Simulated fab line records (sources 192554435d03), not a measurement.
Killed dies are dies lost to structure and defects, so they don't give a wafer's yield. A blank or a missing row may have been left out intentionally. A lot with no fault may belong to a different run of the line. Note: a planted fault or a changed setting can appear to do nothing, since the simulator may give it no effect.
Code-filled problem report in 8D (eight disciplines) form || flow n5 finfet || the parts of the form that need people (team, actions taken, sign-off) are left out

== 1. THE PROBLEM ==
Wafers without a fault read 25.8 s, standard deviation 0.64; etch rf on time s at N5_BEOL_M4_ETCH_69 reads a mean of 43.8 s on 3 wafers belonging to 2 lots. That puts it +28 standard deviations away from the usual mean.
The step: etches SiARC in CF4, target depth 15.6 nm, time 26 s.
The first sign was on wafer L935.4 at day 12 10:49, on rie diel-06. The record has a number at this step for 27 wafers belonging to 9 lots. Rule for "out", or "out of limits": more than 4 standard deviations from the usual mean. Any other wafer with a number is counted as sound.

== 2. WHAT IT IS AND WHAT IT IS NOT ==
{"question": "which readings at this step", "is": "etch rf on time s", "is not": "drypump motor current A, rf vpp V, showerhead plenum p Torr, throttle valve pct"}
{"question": "which lots", "is": "L935, L937", "is not": "L919, L920, L921, L922, L925, L927, L929"}
{"question": "which wafers of those lots", "is": "L935.4, L935.6, L937.6", "is not": "L935.3, L937.1, L937.5"}
{"question": "read on which tools", "is": "rie diel-06", "is not": "rie diel-01, rie diel-03"}
{"question": "when", "is": "from day 12 10:49", "is not": "up to then (22 sound wafers); but 2 sound wafers of L937 came after"}

== 3. WHAT RULES OUT EACH SUSPECT ==
Counting: if a tool at a process step up to the reading ran every lot that is out, it stays a suspect. Sound lots after the first of them don't rule it out here, since some wafers of a struck lot are sound.
- rie diel-06 at N5_BEOL_M4_ETCH_63 (etches SiARC in CF4, target depth 15.6 nm, time 26 s): kept. Ran every lot that is out, first one L935 (day 12 09:43); last sound lot up to then L927 (day 10 06:19).
- rie diel-06 at N5_BEOL_M4_ETCH_69 (etches SiARC in CF4, target depth 15.6 nm, time 26 s): kept. Ran every lot that is out, first one L935 (day 12 10:49); last sound lot up to then L922 (day 9 01:14). Its own readings are out on those wafers: etch rf on time s.
- Within rie diel-06 at N5_BEOL_M4_ETCH_69: the wafers that are out ran in chambers 1, 3; their sound lot-mates ran in chambers 0, 2.
After counting, rie diel-06 at N5_BEOL_M4_ETCH_63 and rie diel-06 at N5_BEOL_M4_ETCH_69 remain.

== 4. THE CAUSE (what the simulator had put in) ==
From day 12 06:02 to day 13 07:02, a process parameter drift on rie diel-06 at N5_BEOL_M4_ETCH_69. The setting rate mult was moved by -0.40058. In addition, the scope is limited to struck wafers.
Counting leaves 2 suspects; this tool is one of them.

== 5. THE CHAIN OF EFFECTS, in route order ==
Each row: a reading whose mean over the struck wafers that have a number lies more than 3 standard deviations from the usual. Scope: only readings with a usual standard deviation given in the record; hours: median across lots of the time from each lot's start at the first step in this table that gives one to its start at this step; sigmas: change in usual standard deviations.
{"hours": 0, "step": "N5_BEOL_M4_ETCH_69", "reading": "etch rf on time s", "usual": "25.8 s", "on struck wafers": 43.8, "change": "+18.0", "sigmas": "+28"}
{"hours": 0, "step": "N5_BEOL_M4_ETCH_69", "reading": "rf fwd power W", "usual": "531.8 W", "on struck wafers": 537.7, "change": "+5.9", "sigmas": "+3.5"}
It contains these process steps:
- N5_BEOL_M4_ETCH_69: etches SiARC in CF4, target depth 15.6 nm, time 26 s.
Later measuring or inspecting steps at which every struck wafer that the step has a row for has a number for every such reading, and none has moved that far: N5_BEOL_M4_RC_MEAS_101.

== 6. WHAT WOULD HAVE CAUGHT IT SOONER ==
5 hours passed between the start of the fault at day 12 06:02 and the first reading out of limits in this record, taken at day 12 10:49.
